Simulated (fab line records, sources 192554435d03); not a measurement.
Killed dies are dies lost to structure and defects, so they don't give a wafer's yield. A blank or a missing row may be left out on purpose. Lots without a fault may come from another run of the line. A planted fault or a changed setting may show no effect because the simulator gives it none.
Chamber matching | flow n5_finfet | N5_BEOL_M11_PECVD_70 on pecvd-03: 3 sister chambers
The step deposits SiO2 from TEOS/O2, target thk 20 nm, time 22.7 s. 6 wafers are shown with their chamber, then 11 later ones without.

WAFERS WITH THEIR CHAMBER
wafer  | chamber | throttle_valve_pct (%) | showerhead_plenum_p_Torr (Torr)
L084.5 | 0       | 21.4                   | 8.83
L086.4 | 1       | 25.7                   | 8.79
L088.1 | 1       | 25.9                   | 8.83
L088.2 | 2       | 20.7                   | 8.75
L088.5 | 2       | 21.0                   | 8.74
L087.1 | 0       | 21.3                   | 8.81

WAFERS WITHOUT THEIR CHAMBER
wafer  | throttle_valve_pct (%) | showerhead_plenum_p_Torr (Torr)
L087.5 | 21.5                   | 8.81
L087.6 | 26.0                   | 8.84
L090.1 | 21.2                   | 8.75
L090.4 | 25.8                   | 8.85
L090.5 | 21.2                   | 8.83
L094.1 | 20.9                   | 8.75
L094.2 | 26.0                   | 8.83
L094.4 | 21.2                   | 8.75
L096.1 | 21.2                   | 8.76
L096.2 | 25.4                   | 8.81
L096.3 | 21.2                   | 8.80

WHICH CHAMBER EACH WENT THROUGH
wafer  | from the rows above     | in truth
L087.5 | 0                       | 0
L087.6 | 1                       | 1
L090.1 | can't be placed: 2 or 0 | 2
L090.4 | 1                       | 1
L090.5 | 0                       | 0
L094.1 | 2                       | 2
L094.2 | 1                       | 1
L094.4 | can't be placed: 2 or 0 | 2
L096.1 | can't be placed: 2 or 0 | 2
L096.2 | 1                       | 1
L096.3 | 0                       | 0
Placed correctly: 8 of 11. Can't be placed from these rows: 3 (the true chamber is among the candidates in 3). Placed wrongly: 0.
How it was worked out, from the rows above alone: a wafer's distance from a chamber is the root of the sum, over the readings, of the square of ((its reading less the chamber's mean) divided by the reading's scatter). The wafer belongs to the nearest chamber; if the next one is less than 2 further off, it can't be placed. A chamber's mean is the mean of its shown wafers. The scatter: the root of (the sum of the squares of (reading less its chamber's mean) over the shown wafers, divided by (wafers less chambers)).
